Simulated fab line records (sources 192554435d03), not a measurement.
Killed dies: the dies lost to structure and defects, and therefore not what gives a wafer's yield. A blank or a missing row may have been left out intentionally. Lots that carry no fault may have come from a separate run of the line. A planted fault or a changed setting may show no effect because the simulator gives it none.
Split-lot trial	flow n5_finfet	21 wafers read across 7 lots, on a route 1938 steps long

## ON THE SPLIT
At N5_MOL_CONTACT_COAG_ETCHBACK_136 (etches SiO2 in CHF3, target depth 25 nm, time 16.7 s), the setting target_depth_a was moved away from the recipe's 250 angstrom on 5 of the 21 wafers read, by -9.5% to +11.8%. The other wafers ran this setting at the recipe's value.

## BETWEEN THE SPLIT AND THE READING: the file shows 1 step in between
- N5_MOL_CONTACT_COAG_STRIP_120: strips in CHF3

## THE READING
MOL_CONTACT_COAG.feature_depth_nm (the simulator's own value, which no gauge read), in nm, at N5_MOL_CONTACT_COAG_VIA_ETCH_117 (etches SiO2 in C4F6/O2, target depth 40 nm, overetch 8 nm, time 26 s). No usual value for it is given in the file. Here, 16 wafers ran the recipe; their average is 40.2 nm with a standard deviation of 0.53 nm.

wafer	tool, chamber at the split	target_depth_a as run, angstrom	against the recipe	MOL_CONTACT_COAG.feature_depth_nm, nm	against lot-mates on the recipe
L074.1	rie_diel-02, 0,1,3	250	recipe	39.6	-
L074.2	rie_diel-02, 0,1,3	250	recipe	40	-
L074.5	rie_diel-02, 0,1,3	250	recipe	40.2	-
L078.1	rie_diel-02, 2,3,1	250	recipe	41	-
L078.3	rie_diel-02, 2,3,1	250	recipe	40.6	-
L078.6	rie_diel-02, 2,3,1	250	recipe	40.2	-
L080.1	rie_diel-05, 2	279.6	+11.8%	37.6	-3.0
L080.4	rie_diel-05, 2,1	250	recipe	40.8	-
L080.5	rie_diel-05, 2,1	250	recipe	40.4	-
L083.3	rie_diel-05, 2,0	250	recipe	40.4	-
L083.5	rie_diel-05, 2,0	250	recipe	40.2	-
L083.6	rie_diel-05, 1	273.9	+9.6%	37.6	-2.7
L085.1	rie_diel-06, 2,1	250	recipe	39.4	-
L085.5	rie_diel-06, 2,1	250	recipe	40.6	-
L085.6	rie_diel-06, 0	233.7	-6.5%	41.2	+1.2
L088.2	rie_diel-06, 1,0,2	250	recipe	41	-
L088.5	rie_diel-06, 1,0,2	250	recipe	39.6	-
L088.6	rie_diel-06, 1,0,2	250	recipe	39.4	-
L097.1	rie_diel-05, 3,2	226.2	-9.5%	43	+3.4
L097.2	rie_diel-05, 1	250	recipe	39.6	-
L097.6	rie_diel-05, 3,2	226.2	-9.5%	43	+3.4
When a row names more than one chamber, that row covers several wafers, and the file does not tell which wafer ran in which chamber.

THE FIT
A straight line over all 21 wafers: MOL_CONTACT_COAG.feature_depth_nm changes by -0.254 nm for each +1% of target_depth_a; r = -0.92; the points scatter about the line by 0.53 nm.
The same after taking each lot's own level away (the mean of its wafers on the recipe; 21 wafers): -0.294 nm for each +1%; r = -0.95; scatter 0.47 nm.
According to that fit, moving target_depth_a by its largest amount changes the reading by 3.5 nm.
The lots' own levels span 39.60 to 40.60 nm, that is 1.9 times the standard deviation above.
Thus the slope moves with the lot-to-lot level: the two fits are different.
Check: with one of the wafers moved furthest among these (+11.8%) left out of the fit, the line predicts -3.67 nm for it against its lot-mates. It came out at -3 nm against them.

## ADDITIONAL SPLITS CARRIED BY THESE WAFERS
Note: prior to the reading, these wafers also went through further splits. Each is held against what the fit with the lots' levels taken away leaves over:
other split on the same wafers	wafers away from the commonest value	r with MOL_CONTACT_COAG.feature_depth_nm (lot level and that fit taken away)
N5_MOL_CONTACT_COAG_COAT_58 spin_rpm	10	+0.13
N5_MOL_CONTACT_COAG_ETCH_105 bias_w	10	-0.07
N5_MOL_CONTACT_COAG_COAT_64 spin_rpm	6	-0.05
N5_MOL_CONTACT_COAG_EXPOSE_37 dose_mj	4	-0.10

## THE WHOLE CHAIN: every reading that the file lists as answering this split, in the file's order
step	what it does	reading	change (the file's fit)	r (the file's)
N5_MOL_CONTACT_COAG_VIA_ETCH_117	etches SiO2 in C4F6/O2, target depth 40 nm, overetch 8 nm, time 26 s	etch.depth_nm (the simulator's own value, which no gauge read)	-0.274 nm for each +1% of the setting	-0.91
N5_MOL_CONTACT_COAG_VIA_ETCH_117	etches SiO2 in C4F6/O2, target depth 40 nm, overetch 8 nm, time 26 s	MOL_CONTACT_COAG.feature_depth_nm (the simulator's own value, which no gauge read)	-0.278 nm for each +1% of the setting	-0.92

## THE FILE'S OWN FIT
MOL_CONTACT_COAG.feature_depth_nm changes by -0.278 nm for each +1% of target_depth_a, r = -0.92.
